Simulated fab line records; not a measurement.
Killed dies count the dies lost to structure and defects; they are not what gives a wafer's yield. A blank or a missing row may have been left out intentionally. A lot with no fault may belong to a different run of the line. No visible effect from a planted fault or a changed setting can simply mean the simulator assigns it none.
Chamber matching / flow nand harc / NHARC_A_STAIRCASE_CMP_152 on cmp-04 has 4 sister chambers
The step polishes. 4 wafers are shown with their chamber, then 11 later ones without.

WAFERS PAIRED WITH THEIR CHAMBERS
wafer=L088.1; chamber=0; motor current A (A)=11.1
wafer=L091.1; chamber=1; motor current A (A)=12.7
wafer=L091.6; chamber=3; motor current A (A)=10.0
wafer=L093.2; chamber=2; motor current A (A)=12.0

WAFERS MISSING THEIR CHAMBER
wafer=L093.3; motor current A (A)=10.9
wafer=L093.6; motor current A (A)=9.9
wafer=L095.2; motor current A (A)=10.9
wafer=L095.3; motor current A (A)=12.9
wafer=L095.6; motor current A (A)=12.6
wafer=L096.3; motor current A (A)=11.5
wafer=L096.4; motor current A (A)=10.8
wafer=L096.6; motor current A (A)=12.7
wafer=L097.1; motor current A (A)=10.6
wafer=L097.3; motor current A (A)=12.9
wafer=L097.6; motor current A (A)=10.6

EACH ONE'S CHAMBER
wafer=L093.3; from the rows above=0; in truth=0
wafer=L093.6; from the rows above=3; in truth=3
wafer=L095.2; from the rows above=0; in truth=0
wafer=L095.3; from the rows above=1; in truth=1
wafer=L095.6; from the rows above=can't be placed: 1 or 2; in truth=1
wafer=L096.3; from the rows above=can't be placed: 0 or 2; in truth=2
wafer=L096.4; from the rows above=can't be placed: 0 or 3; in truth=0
wafer=L096.6; from the rows above=1; in truth=1
wafer=L097.1; from the rows above=can't be placed: 0 or 3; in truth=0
wafer=L097.3; from the rows above=1; in truth=1
wafer=L097.6; from the rows above=can't be placed: 0 or 3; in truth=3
Placed correctly: 6 of 11. These rows do not allow placing 5 (true chamber among the candidates in 5). Wrongly placed: 0.
How it was worked out, from the rows above alone: a wafer's distance from a chamber is the root of the sum, over the readings, of the square of ((its reading less the chamber's mean) divided by the reading's scatter). If the next closest chamber is less than 2 further off than the closest, the wafer can't be placed; otherwise it belongs to the closest. For every chamber, the mean is computed from those of its wafers that are shown. The scatter: root of mean squared gap, hidden wafer to nearest shown wafer, with one shown wafer a chamber.
